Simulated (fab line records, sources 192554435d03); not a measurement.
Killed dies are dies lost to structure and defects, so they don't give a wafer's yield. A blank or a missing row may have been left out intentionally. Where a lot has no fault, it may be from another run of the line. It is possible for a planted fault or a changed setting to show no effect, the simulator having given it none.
fab line records / flow n5_finfet
record: lots: 5 wafers: 13 last_day: 16
route steps=1938 shown BEOL_M3@1011 BEOL_M4@1021
lots that met no fault: from a run of the same line without faults
start_h: the number of hours between the record's first day and the start of the first shown wafer of the lot / wait_h: time in hours since the lot's previous step / " identical to the entry in the row above / L1.1+2: a row that stands for several wafers / - no value, or no start given / * or withheld: withheld / < > ~ a bound
route shown NAME@n: a module of which the file shows steps, and the number in the route of the first / usual: average and standard deviation across the fault-free wafers / same: alike in all rows / chamber/n: place in a boat / sites: each site's reading / _std_site: their standard deviation / _edge_site: mean of outer sites minus mean of inner sites / radius_mm: for every site, how far away it sits from the centre of the wafer / mask NAME#n: copy n / behind: the tool/chamber that last shaped the wafer / hold: why the lot was held/for how many hours/how that ended / device: names the non-switching transistor (n, p or np) / end of line: the same wafers' tests at the end of the route / step lacking rows: just its recipe / killed: count of dies lost to structure and defects at first sort (not the wafer's yield) / map: dies across one wafer; x = killed, . = not, _ = none there
set.NAME: setting as actually run; set.NAME@STEP: the setting as run at that earlier step / model.NAME: the simulator's own value behind a step, which no gauge read
a table for each step, a row for each wafer; lots at some steps of the route
services: from which hour (start_h, from the record's first day; less than 0 if before it) a tool's chamber was out of use, for how many hours, and why
== steps ==
step: N5_BEOL_M3_ECD_50
recipe: material: Cu target_thk_a: 3000
step: N5_BEOL_M3_ANNEAL_51
recipe: temp_c: 225 time_s: 90 ambient: N2
step: N5_BEOL_M3_CMP_52
recipe: stop_on: SiOC t_overpolish_s: 6.8 down_force_psi: 1 platen_rpm: 50 clearing_platen_down_force_psi: 1.5 clearing_platen_rpm: 50 post_cmp_clean: cu_alkaline target_thk_nm: 40 clearing_platen_pad_velocity_m_s: 0.99484 pad_velocity_m_s: 0.99484
step: N5_BEOL_M3_PRE_CLEAN_60
recipe: gas: NH3/H2 time_s: 15 temp_c: * rf_power_w: 300
step: N5_BEOL_M3_CO_CAP_55
recipe: material: Co target_thk_a: 20 temp_c: 200 precursor: CCTBA/H2 pressure_torr: 30 time_s: 102.1
step: N5_BEOL_M3_PRE_CLEAN_56
recipe: gas: NH3 time_s: 15 temp_c: withheld rf_power_w: 300
step: N5_BEOL_M3_DEP_57
recipe: material: SiCN target_thk_a: 80 temp_c: withheld precursor: 3MS/NH3 pressure_torr: 3 rf_w: 202 time_s: 14
step: N5_BEOL_M4_ILD_DEP_00
recipe: material: SiOC target_thk_a: 790 temp_c: 350 precursor: DEMS/O2 pressure_torr: 5 rf_w: 500 time_s: 15.3
step: N5_BEOL_M4_PECVD_72
recipe: material: SiO2 target_thk_a: 160 temp_c: 400 precursor: TEOS/O2 pressure_torr: 5.5 rf_w: 450 teos_flow_sccm: 53.8 gas: O2 flow_sccm: 3000 time_s: 18
usual: heater_power_w: 723/120 showerhead_plenum_p_Torr: 8.76/0.044 showerhead_vpp_V: 1357/63 throttle_valve_pct: 22.4/1.2
lot.wafer=L808.1 tool=pecvd-03 chamber=1 start_h=149.18 wait_h=0.0 heater_power_w=554 showerhead_plenum_p_Torr=8.87 showerhead_vpp_V=1300 since_wet_clean_h=1941 throttle_valve_pct=21.0 model.SiO2_of_BEOL_M4_PECVD_72.thk_nm=15.8
lot.wafer=L808.2 tool=pecvd-03 chamber=2 start_h=149.18 wait_h=0.0 heater_power_w=724 showerhead_plenum_p_Torr=8.76 showerhead_vpp_V=1315 since_wet_clean_h=432 throttle_valve_pct=21.5 model.SiO2_of_BEOL_M4_PECVD_72.thk_nm=16
lot.wafer=L808.3 tool=pecvd-03 chamber=0 start_h=149.18 wait_h=0.0 heater_power_w=668 showerhead_plenum_p_Torr=8.75 showerhead_vpp_V=1342 since_wet_clean_h=1216 throttle_valve_pct=25.0 model.SiO2_of_BEOL_M4_PECVD_72.thk_nm=15.8
lot.wafer=L814.3 tool=pecvd-03 chamber=0 start_h=192.39 wait_h=0.0 heater_power_w=559 showerhead_plenum_p_Torr=8.77 showerhead_vpp_V=1328 since_wet_clean_h=1259 throttle_valve_pct=25.0 model.SiO2_of_BEOL_M4_PECVD_72.thk_nm=20.8
lot.wafer=L814.4 tool=pecvd-03 chamber=0 start_h=192.39 wait_h=0.0 heater_power_w=536 showerhead_plenum_p_Torr=8.76 showerhead_vpp_V=1345 since_wet_clean_h=- throttle_valve_pct=25.3 model.SiO2_of_BEOL_M4_PECVD_72.thk_nm=21
lot.wafer=L817.3 tool=pecvd-03 chamber=2 start_h=210.05 wait_h=0.0 heater_power_w=809 showerhead_plenum_p_Torr=8.76 showerhead_vpp_V=1300 since_wet_clean_h=493 throttle_valve_pct=21.6 model.SiO2_of_BEOL_M4_PECVD_72.thk_nm=21
lot.wafer=L817.4 tool=pecvd-03 chamber=2 start_h=210.05 wait_h=0.0 heater_power_w=803 showerhead_plenum_p_Torr=8.73 showerhead_vpp_V=1342 since_wet_clean_h=- throttle_valve_pct=21.6 model.SiO2_of_BEOL_M4_PECVD_72.thk_nm=21.4
lot.wafer=L819.1 tool=pecvd-03 chamber=2 start_h=218.52 wait_h=0.0 heater_power_w=718 showerhead_plenum_p_Torr=8.77 showerhead_vpp_V=1309 since_wet_clean_h=502 throttle_valve_pct=21.8 model.SiO2_of_BEOL_M4_PECVD_72.thk_nm=15.8
lot.wafer=L819.3 tool=pecvd-03 chamber=1 start_h=218.52 wait_h=0.0 heater_power_w=533 showerhead_plenum_p_Torr=8.84 showerhead_vpp_V=1264 since_wet_clean_h=2010 throttle_valve_pct=20.8 model.SiO2_of_BEOL_M4_PECVD_72.thk_nm=20.6
lot.wafer=L819.4 tool=pecvd-03 chamber=1 start_h=218.52 wait_h=0.0 heater_power_w=528 showerhead_plenum_p_Torr=8.82 showerhead_vpp_V=1309 since_wet_clean_h=- throttle_valve_pct=20.7 model.SiO2_of_BEOL_M4_PECVD_72.thk_nm=21
lot.wafer=L825.2 tool=pecvd-04 chamber=1 start_h=258.97 wait_h=0.0 heater_power_w=944 showerhead_plenum_p_Torr=8.72 showerhead_vpp_V=1514 since_wet_clean_h=1869 throttle_valve_pct=22.8 model.SiO2_of_BEOL_M4_PECVD_72.thk_nm=15.8
lot.wafer=L825.3 tool=pecvd-04 chamber=0 start_h=258.97 wait_h=0.0 heater_power_w=672 showerhead_plenum_p_Torr=8.81 showerhead_vpp_V=1316 since_wet_clean_h=1144 throttle_valve_pct=22.3 model.SiO2_of_BEOL_M4_PECVD_72.thk_nm=15.8
lot.wafer=L825.6 tool=pecvd-04 chamber=0 start_h=258.97 wait_h=0.0 heater_power_w=677 showerhead_plenum_p_Torr=8.81 showerhead_vpp_V=1296 since_wet_clean_h=- throttle_valve_pct=22.0 model.SiO2_of_BEOL_M4_PECVD_72.thk_nm=16
step: N5_BEOL_M4_HM_DEP_02
recipe: material: TiN target_thk_a: 200 temp_c: 25 chamber_pressure_pa: 0.49996
step: N5_BEOL_M4_COAT_61
recipe: resist: SOC temp_c: 250 time_s: 60 spin_rpm: 1500 resist_thk_nm: 60
step: N5_BEOL_M4_COAT_62
recipe: resist: SiARC temp_c: 220 time_s: 60 spin_rpm: 1500 resist_thk_nm: 12
step: N5_BEOL_M4_COAT_73
recipe: resist: underlayer temp_c: 205 time_s: 60 spin_rpm: 1500 resist_thk_nm: 5
step: N5_BEOL_M4_COAT_05
recipe: resist: CAR-EUV spin_rpm: 1500 resist_thk_nm: 30
step: N5_BEOL_M4_EBR_07
recipe: solvent: PGMEA ebr_width_mm: 1.5
step: N5_BEOL_M4_SOFTBAKE_06
recipe: temp_c: 110 time_s: 60 resist: CAR-EUV
step: N5_BEOL_M4_EXPOSE_08
recipe: mask_id: M4 na: 0.33 source_shape: dipole sigma_inner: 0.369 sigma_outer: 0.767 polarization: unpolarized dose_mj: 41.25
step: N5_BEOL_M4_PEB_09
recipe: peb_temp_c: 100 peb_time_s: 60 resist: CAR-EUV
step: N5_BEOL_M4_DEVELOP_10
recipe: develop_time_s: 30 developer: TMAH resist: CAR-EUV rinse_liquid: surfactant_rinse dry: air_spin dev_temp_c: 23
step: N5_BEOL_M4_DESCUM_16
recipe: chemistry: O2 time_s: 7 source_power_w: 50 bias_power_w: 20 pressure_mtorr: 20 rf_frequency_hz: 2.712e+07 temp_c: 40 resist: CAR-EUV o2_flow_sccm: 225
step: N5_BEOL_M4_ETCH_74
recipe: chemistry: N2/H2 target: underlayer target_depth_a: 65 mask_material: CAR-EUV time_s: 5.2 ion_energy_ev: 200 pressure_mtorr: 30 source_w: 840 bias_w: 150 n2_flow_sccm: 200 h2_flow_sccm: 200 ends: cleared
step: N5_BEOL_M4_ETCH_63
recipe: chemistry: CF4 target: SiARC target_depth_a: 156 mask_material: CAR-EUV time_s: 26 ion_energy_ev: 80 pressure_mtorr: 40 source_w: 545 bias_w: 36 Ar_flow_sccm: 100 cf4_flow_sccm: 100 ends: cleared
step: N5_BEOL_M4_ETCH_64
recipe: chemistry: N2/H2 target: SOC target_depth_a: 750 overetch_a: 225 mask_material: SiARC temp_c: 40 time_s: 121.9 ion_energy_ev: 200 pressure_mtorr: 30 source_w: 840 bias_w: 150 n2_flow_sccm: 200 h2_flow_sccm: 200
step: N5_BEOL_M4_STRIP_65
recipe: chemistry: N2/H2 temp_c: 40 n2_flow_sccm: 200 h2_flow_sccm: 200 rf_frequency_hz: 6e+07
step: N5_BEOL_M4_STRIP_75
recipe: chemistry: N2/H2 temp_c: 40 n2_flow_sccm: 200 h2_flow_sccm: 200 rf_frequency_hz: 6e+07
step: N5_BEOL_M4_STRIP_66
recipe: chemistry: CF4 resist: SiARC power_w: 300 bias_power_w: 75 pressure_mtorr: 50 cf4_flow_sccm: 150 rf_frequency_hz: 6e+07
step: N5_BEOL_M4_HM_OPEN_17
recipe: chemistry: Cl2/BCl3 target_depth_a: 200 overetch_a: 60 target: TiN mask_material: SOC ion_energy_ev: 150 pressure_mtorr: 10 icp_w: 1000 bias_w: 126 Cl2_flow_sccm: 53.25 bcl3_flow_sccm: 21.75 Ar_flow_sccm: 25
step: N5_BEOL_M4_STRIP_19
recipe: chemistry: O2 power_w: 400 temp_c: 40 pressure_mtorr: 30 rf_frequency_hz: 6e+07 bias_power_w: 0 overash_fraction: 0.2 o2_flow_sccm: 225
step: N5_BEOL_M4_COAT_67
recipe: resist: SOC temp_c: 250 time_s: 60 spin_rpm: 1500 resist_thk_nm: 60
step: N5_BEOL_M4_COAT_68
recipe: resist: SiARC temp_c: 220 time_s: 60 spin_rpm: 1500 resist_thk_nm: 12
step: N5_BEOL_M4_COAT_76
recipe: resist: underlayer temp_c: 205 time_s: 60 spin_rpm: 1500 resist_thk_nm: 5
step: N5_BEOL_M4_COAT_22
recipe: resist: CAR-EUV spin_rpm: 1500 resist_thk_nm: 30
step: N5_BEOL_M4_EBR_24
recipe: solvent: PGMEA ebr_width_mm: 1.5
step: N5_BEOL_M4_SOFTBAKE_23
recipe: temp_c: 110 time_s: 60 resist: CAR-EUV
step: N5_BEOL_M4_HM_STRIP_39
recipe: chemistry: peroxide_tin_strip material: TiN target_depth_a: 250 temp_c: 50 time_s: 158
usual: bath_guard_temp_C: 49.9/0.61
lot.wafer=L808.1 tool=wet_bench-02 chamber=7 start_h=153.94 wait_h=0.0 bath_guard_temp_C=49.0 model.SiO2_of_BEOL_M4_PECVD_72.thk_nm=15.6
lot.wafer=L808.2 tool=wet_bench-02 chamber=1 start_h=153.94 wait_h=0.0 bath_guard_temp_C=51.0 model.SiO2_of_BEOL_M4_PECVD_72.thk_nm=15.8
lot.wafer=L808.3 tool=wet_bench-02 chamber=6 start_h=153.94 wait_h=0.0 bath_guard_temp_C=50.4 model.SiO2_of_BEOL_M4_PECVD_72.thk_nm=15.6
lot.wafer=L814.3 tool=wet_bench-01 chamber=5 start_h=196.02 wait_h=0.0 bath_guard_temp_C=50.3 model.SiO2_of_BEOL_M4_PECVD_72.thk_nm=20.6
lot.wafer=L814.4 tool=wet_bench-01 chamber=2 start_h=196.02 wait_h=0.0 bath_guard_temp_C=50.9 model.SiO2_of_BEOL_M4_PECVD_72.thk_nm=20.8
lot.wafer=L817.3 tool=wet_bench-01 chamber=4 start_h=216.57 wait_h=0.0 bath_guard_temp_C=49.4 model.SiO2_of_BEOL_M4_PECVD_72.thk_nm=20.8
lot.wafer=L817.4 tool=wet_bench-01 chamber=2 start_h=216.57 wait_h=0.0 bath_guard_temp_C=50.7 model.SiO2_of_BEOL_M4_PECVD_72.thk_nm=21.2
lot.wafer=L819.1 tool=wet_bench-02 chamber=2 start_h=222.41 wait_h=0.0 bath_guard_temp_C=49.6 model.SiO2_of_BEOL_M4_PECVD_72.thk_nm=15.6
lot.wafer=L819.3 tool=wet_bench-02 chamber=1 start_h=222.41 wait_h=0.0 bath_guard_temp_C=51.1 model.SiO2_of_BEOL_M4_PECVD_72.thk_nm=20.6
lot.wafer=L819.4 tool=wet_bench-02 chamber=5 start_h=222.41 wait_h=0.0 bath_guard_temp_C=49.7 model.SiO2_of_BEOL_M4_PECVD_72.thk_nm=20.8
lot.wafer=L825.2 tool=wet_bench-06 chamber=5 start_h=265.36 wait_h=0.0 bath_guard_temp_C=49.6 model.SiO2_of_BEOL_M4_PECVD_72.thk_nm=15.6
lot.wafer=L825.3 tool=wet_bench-06 chamber=4 start_h=265.36 wait_h=0.0 bath_guard_temp_C=50.2 model.SiO2_of_BEOL_M4_PECVD_72.thk_nm=15.8
lot.wafer=L825.6 tool=wet_bench-06 chamber=3 start_h=265.36 wait_h=0.0 bath_guard_temp_C=49.8 model.SiO2_of_BEOL_M4_PECVD_72.thk_nm=16
step: N5_BEOL_M4_CMP_52
recipe: stop_on: SiOC t_overpolish_s: 6.8 down_force_psi: 1 platen_rpm: 50 clearing_platen_down_force_psi: 1.5 clearing_platen_rpm: 50 post_cmp_clean: cu_alkaline target_thk_nm: 40 clearing_platen_pad_velocity_m_s: 0.99484 pad_velocity_m_s: 0.99484
usual: barrier_field_endpoint_s: 24.5/0.76 motor_current_A: 5.8/0.47
lot.wafer=L808.3 tool=cmp-02 chamber=2 start_h=157.87 wait_h=0.2 barrier_field_endpoint_s=23.6 motor_current_A=6.8
lot.wafer=L808.1 tool=cmp-02 chamber=3 start_h=157.87 wait_h=0.2 barrier_field_endpoint_s=24.0 motor_current_A=5.2
lot.wafer=L808.2 tool=cmp-02 chamber=0 start_h=157.87 wait_h=0.2 barrier_field_endpoint_s=24.7 motor_current_A=6.0
lot.wafer=L814.3 tool=cmp-03 chamber=2 start_h=199.14 wait_h=0.2 barrier_field_endpoint_s=31.6 motor_current_A=5.9
lot.wafer=L814.4 tool=cmp-03 chamber=3 start_h=199.14 wait_h=0.2 barrier_field_endpoint_s=31.9 motor_current_A=5.5
lot.wafer=L817.3 tool=cmp-04 chamber=0 start_h=220.25 wait_h=0.2 barrier_field_endpoint_s=29.1 motor_current_A=5.8
lot.wafer=L817.4 tool=cmp-04 chamber=3 start_h=220.25 wait_h=0.2 barrier_field_endpoint_s=29.9 motor_current_A=5.5
lot.wafer=L819.1 tool=cmp-04 chamber=2 start_h=226.08 wait_h=0.3 barrier_field_endpoint_s=24.0 motor_current_A=6.2
lot.wafer=L819.3 tool=cmp-04 chamber=3 start_h=226.08 wait_h=0.3 barrier_field_endpoint_s=30.0 motor_current_A=5.2
lot.wafer=L819.4 tool=cmp-04 chamber=1 start_h=226.08 wait_h=0.3 barrier_field_endpoint_s=30.7 motor_current_A=5.7
lot.wafer=L825.3 tool=cmp-03 chamber=2 start_h=268.95 wait_h=0.2 barrier_field_endpoint_s=24.0 motor_current_A=6.3
lot.wafer=L825.2 tool=cmp-03 chamber=0 start_h=268.95 wait_h=0.2 barrier_field_endpoint_s=24.1 motor_current_A=5.7
lot.wafer=L825.6 tool=cmp-03 chamber=1 start_h=268.95 wait_h=0.2 barrier_field_endpoint_s=24.4 motor_current_A=5.1
step: N5_BEOL_M4_RC_MEAS_101
usual: DIBL_N: 36.1/1.5 DIBL_P: 36.1/1.9 IOFF_N: 0.159/0.029 IOFF_P: 0.21/0.038 ION_N: 675/11 ION_P: 464/8.1 SS_N: 71.5/0.57 SS_P: 73.3/0.64 VT_N: 249/3.1 VT_P: -250/3.8
lot.wafer=L808.1 tool=prober-01 chamber=0 start_h=158.44 wait_h=0.0 DIBL_N[mV/V]=37.8 DIBL_P[mV/V]=38.6 IOFF_N[nA/um]=0.157 IOFF_P[nA/um]=0.23 ION_N[uA/um]=676 ION_P[uA/um]=466 SS_N[mV/dec]=71.5 SS_P[mV/dec]=74.0 VT_N[mV]=250 VT_P[mV]=-252
lot.wafer=L808.2 tool=prober-01 chamber=0 start_h=158.44 wait_h=0.0 DIBL_N[mV/V]=36.6 DIBL_P[mV/V]=37.6 IOFF_N[nA/um]=0.131 IOFF_P[nA/um]=0.21 ION_N[uA/um]=669 ION_P[uA/um]=459 SS_N[mV/dec]=71.9 SS_P[mV/dec]=72.8 VT_N[mV]=253 VT_P[mV]=-250
lot.wafer=L808.3 tool=prober-01 chamber=0 start_h=158.44 wait_h=0.0 DIBL_N[mV/V]=36.5 DIBL_P[mV/V]=37.0 IOFF_N[nA/um]=0.133 IOFF_P[nA/um]=0.21 ION_N[uA/um]=671 ION_P[uA/um]=466 SS_N[mV/dec]=71.6 SS_P[mV/dec]=72.8 VT_N[mV]=252 VT_P[mV]=-250
lot.wafer=L814.3 tool=prober-02 chamber=0 start_h=200.01 wait_h=0.3 DIBL_N[mV/V]=38.0 DIBL_P[mV/V]=36.6 IOFF_N[nA/um]=0.181 IOFF_P[nA/um]=0.22 ION_N[uA/um]=684 ION_P[uA/um]=468 SS_N[mV/dec]=72.0 SS_P[mV/dec]=73.3 VT_N[mV]=245 VT_P[mV]=-251
lot.wafer=L814.4 tool=prober-02 chamber=0 start_h=200.01 wait_h=0.3 DIBL_N[mV/V]=35.9 DIBL_P[mV/V]=34.7 IOFF_N[nA/um]=0.140 IOFF_P[nA/um]=0.19 ION_N[uA/um]=678 ION_P[uA/um]=465 SS_N[mV/dec]=72.1 SS_P[mV/dec]=72.8 VT_N[mV]=249 VT_P[mV]=-251
lot.wafer=L817.3 tool=prober-02 chamber=0 start_h=221.19 wait_h=0.3 DIBL_N[mV/V]=38.5 DIBL_P[mV/V]=38.5 IOFF_N[nA/um]=0.194 IOFF_P[nA/um]=0.27 ION_N[uA/um]=688 ION_P[uA/um]=475 SS_N[mV/dec]=72.3 SS_P[mV/dec]=74.2 VT_N[mV]=245 VT_P[mV]=-245
lot.wafer=L817.4 tool=prober-02 chamber=0 start_h=221.19 wait_h=0.3 DIBL_N[mV/V]=38.9 DIBL_P[mV/V]=38.6 IOFF_N[nA/um]=0.195 IOFF_P[nA/um]=0.27 ION_N[uA/um]=682 ION_P[uA/um]=472 SS_N[mV/dec]=71.8 SS_P[mV/dec]=74.2 VT_N[mV]=244 VT_P[mV]=-243
lot.wafer=L819.1 tool=prober-01 chamber=0 start_h=226.72 wait_h=0.0 DIBL_N[mV/V]=35.2 DIBL_P[mV/V]=34.5 IOFF_N[nA/um]=0.148 IOFF_P[nA/um]=0.24 ION_N[uA/um]=674 ION_P[uA/um]=467 SS_N[mV/dec]=71.2 SS_P[mV/dec]=73.2 VT_N[mV]=250 VT_P[mV]=-246
lot.wafer=L819.3 tool=prober-01 chamber=0 start_h=226.72 wait_h=0.0 DIBL_N[mV/V]=38.9 DIBL_P[mV/V]=38.2 IOFF_N[nA/um]=0.232 IOFF_P[nA/um]=0.31 ION_N[uA/um]=695 ION_P[uA/um]=477 SS_N[mV/dec]=72.1 SS_P[mV/dec]=74.8 VT_N[mV]=242 VT_P[mV]=-240
lot.wafer=L819.4 tool=prober-01 chamber=0 start_h=226.72 wait_h=0.0 DIBL_N[mV/V]=37.5 DIBL_P[mV/V]=37.0 IOFF_N[nA/um]=0.194 IOFF_P[nA/um]=0.28 ION_N[uA/um]=686 ION_P[uA/um]=480 SS_N[mV/dec]=72.1 SS_P[mV/dec]=74.1 VT_N[mV]=246 VT_P[mV]=-243
lot.wafer=L825.2 tool=prober-01 chamber=0 start_h=269.68 wait_h=0.2 DIBL_N[mV/V]=38.5 DIBL_P[mV/V]=38.9 IOFF_N[nA/um]=0.187 IOFF_P[nA/um]=0.21 ION_N[uA/um]=665 ION_P[uA/um]=456 SS_N[mV/dec]=72.4 SS_P[mV/dec]=73.6 VT_N[mV]=249 VT_P[mV]=-254
lot.wafer=L825.3 tool=prober-01 chamber=0 start_h=269.68 wait_h=0.2 DIBL_N[mV/V]=36.2 DIBL_P[mV/V]=37.3 IOFF_N[nA/um]=0.151 IOFF_P[nA/um]=0.18 ION_N[uA/um]=662 ION_P[uA/um]=446 SS_N[mV/dec]=71.6 SS_P[mV/dec]=72.8 VT_N[mV]=254 VT_P[mV]=-256
lot.wafer=L825.6 tool=prober-01 chamber=0 start_h=269.68 wait_h=0.2 DIBL_N[mV/V]=37.5 DIBL_P[mV/V]=38.5 IOFF_N[nA/um]=0.180 IOFF_P[nA/um]=0.20 ION_N[uA/um]=678 ION_P[uA/um]=460 SS_N[mV/dec]=72.7 SS_P[mV/dec]=73.3 VT_N[mV]=248 VT_P[mV]=-253
== services ==
tool=pecvd-04 chamber=- start_h=131.26 hours=6.0 kind=pm
tool=cmp-03 chamber=- start_h=133.43 hours=6.7 kind=pm
tool=cmp-04 chamber=- start_h=136.94 hours=7.0 kind=pm
tool=cmp-04 chamber=- start_h=164.11 hours=1.0 kind=repair
tool=cmp-03 chamber=- start_h=178.06 hours=4.0 kind=pm
tool=cmp-03 chamber=- start_h=182.06 hours=- kind=consumable_replace:conditioner
tool=cmp-03 chamber=- start_h=182.06 hours=- kind=consumable_replace:pad
tool=cmp-04 chamber=- start_h=182.35 hours=0.4 kind=repair
tool=cmp-04 chamber=- start_h=189.92 hours=0.3 kind=repair
tool=wet_bench-06 chamber=- start_h=191.94 hours=1.3 kind=repair
tool=cmp-02 chamber=- start_h=196.25 hours=2.8 kind=repair
tool=cmp-04 chamber=- start_h=203.12 hours=2.8 kind=repair
tool=pecvd-03 chamber=0 start_h=218.77 hours=14.6 kind=repair
tool=pecvd-03 chamber=- start_h=232.87 hours=3.7 kind=repair
tool=cmp-04 chamber=- start_h=245.69 hours=4.0 kind=pm
tool=cmp-04 chamber=- start_h=249.69 hours=- kind=consumable_replace:conditioner
tool=cmp-04 chamber=- start_h=249.69 hours=- kind=consumable_replace:pad
tool=cmp-02 chamber=- start_h=258.45 hours=4.3 kind=repair
tool=cmp-02 chamber=- start_h=267.14 hours=0.2 kind=repair
== key ==
first_sign: step: N5_BEOL_M4_CMP_52 reading: barrier_field_endpoint_s direction: up sigmas: 7.9 usual: 24.5 struck: 30.6
effect none on later readings
model_effect: step: N5_BEOL_M4_PECVD_72 value: SiO2_of_BEOL_M4_PECVD_72.thk_nm without: 15.87 struck: 20.97
model_effect: step: N5_BEOL_M4_HM_STRIP_39 value: SiO2_of_BEOL_M4_PECVD_72.thk_nm without: 15.73 struck: 20.8
met_at N5_BEOL_M4_PECVD_72
struck_wafers L814.3,L814.4,L817.3,L817.4,L819.3,L819.4
baseline_loss: step: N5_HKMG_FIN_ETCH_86 wafers: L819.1
onset_between 149.18 192.39
fault: kind: process_parameter_drift tool: pecvd-03 chamber: - onset_h: 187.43 steps: N5_BEOL_M4_PECVD_72 channel: time_s offset: * shape: step end_h: 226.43 scope: struck_wafers_only acts_in: * stated: *
baseline_loss: these wafers lose ten dies or more at that step, a loss of the line's own and not of a fault; the sort's usual values leave them out
